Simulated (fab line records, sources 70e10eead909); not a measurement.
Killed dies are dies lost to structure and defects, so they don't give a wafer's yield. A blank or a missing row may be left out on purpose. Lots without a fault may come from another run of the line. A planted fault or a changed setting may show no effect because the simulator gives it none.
Problem report in the 8D (eight disciplines) form, filled by code | flow nand_harc | the parts of the form that need people (team, actions taken, sign-off) are left out

1. THE PROBLEM
thk_nm at NHARC_A_M0_THK_MEAS_24 reads a mean of 30.0 nm on 6 wafers of 2 lots; wafers without a fault read 113.7 nm with a standard deviation of 1.5. That is -56 standard deviations from the usual mean.
The step: measures by xrf.
First seen on wafer L987.1, day 19 03:27, on film_metro-01. The record holds 30 wafers of 10 lots with a number at this step. Rule for "out", or "out of limits": more than 4 standard deviations from the usual mean. The other wafers with a number count as sound.

2. WHAT IT IS AND WHAT IT IS NOT
question                    | is                           | is not
which readings at this step | thk_nm                       | -
which lots                  | L987, L988                   | L100, L101, L102, L103, L983, L986, L990, L999
which wafers of those lots  | all that have a number       | -
read on which gauges        | film_metro-01, film_metro-02 | -
when                        | from day 19 03:27            | up to then (6 sound wafers); but 18 sound wafers of L100, L101, L102, L103, L990, L999 came after

3. SUSPECTS, AND WHAT RULES EACH OUT
Counting: a tool at a process step up to the reading stays a suspect if it ran every lot that is out and no sound lot after the first of them.
- the gauge at NHARC_A_M0_THK_MEAS_24: ruled out. The wafers that are out were read on 2 gauges (film_metro-01, film_metro-02).
- pvd_sputter-01 at NHARC_A_M0_PVD_20 (deposits TaN, target thk 5 nm, time 8.06 s): ruled out as a lasting fault. Sound lots L990 ran on it after its first lot that is out, L987 (day 19 02:24). NHARC_A_M0_PVD_20 gives no start for some lots, so the hours and the order of its lots are those of NHARC_A_M0_ECD_22.
- ecd_cu-02 at NHARC_A_M0_ECD_22 (material Cu, target thk 400 nm): ruled out as a lasting fault. Sound lots L990, L999, L100 ran on it after its first lot that is out, L987 (day 19 02:24).
Left after counting: nothing in the record.

4. THE CAUSE (what the simulator had put in)
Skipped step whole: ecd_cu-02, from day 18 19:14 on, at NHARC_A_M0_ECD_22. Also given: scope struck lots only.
Counting ruled it out, wrongly: the rule takes a fault to strike every lot that its tool runs from its start on, and this one did not.

5. THE CHAIN OF EFFECTS, in route order
Each row: a reading whose mean over the struck wafers that have a number lies more than 3 standard deviations from the usual. Only readings for which the record gives a usual standard deviation are gone through. hours: the time from each lot's start at the first step in this table that gives one to its start at this step, as a median over the lots. sigmas: the change in usual standard deviations.
hours | step                   | reading              | usual    | on struck wafers | change | sigmas
0     | NHARC_A_M0_CMP_23      | time_to_endpoint_s   | 28.8 s   | 1.5              | -27.2  | -13
0     | NHARC_A_M0_THK_MEAS_24 | thk_nm               | 113.7 nm | 30.0             | -83.7  | -56
40    | NHARC_END_SORT_01      | defect_limited_yield | 95.8 %   | 0.0              | -95.8  | -80
40    | NHARC_END_SORT_01      | killed_at_array      | 24       | 675              | +651   | +88
40    | NHARC_END_SORT_01      | killed_dies          | 28       | 677              | +649   | +81
40    | NHARC_END_SORT_01      | sort_bin_2_pct       | 1.3 %    | 96.9             | +95.6  | +99 or more
40    | NHARC_END_SORT_01      | sort_n_pass          | 649      | 0                | -649   | -81
40    | NHARC_END_SORT_01      | sort_rim_yield_pct   | 94.2 %   | 0.0              | -94.2  | -35
40    | NHARC_END_SORT_01      | sort_yield_pct       | 95.8 %   | 0.0              | -95.8  | -80
The process steps in it:
- NHARC_A_M0_CMP_23: polishes, t overpolish 20 s, target thk 113.75 nm.
Readings that are blank on the struck wafers while sound wafers have them: bath_heat_duty_pct at NHARC_A_M0_ECD_22; bath_temp_c at NHARC_A_M0_ECD_22.

6. WHAT WOULD HAVE CAUGHT IT SOONER
In this record the first reading out of limits at a measuring or inspecting step was taken at day 19 03:27, 8 hours after the fault began at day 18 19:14.
At NHARC_A_M0_ECD_22 the tool's readings are blank on the struck wafers, where sound wafers have them: an empty tool record is the first sign, and it was there at once.
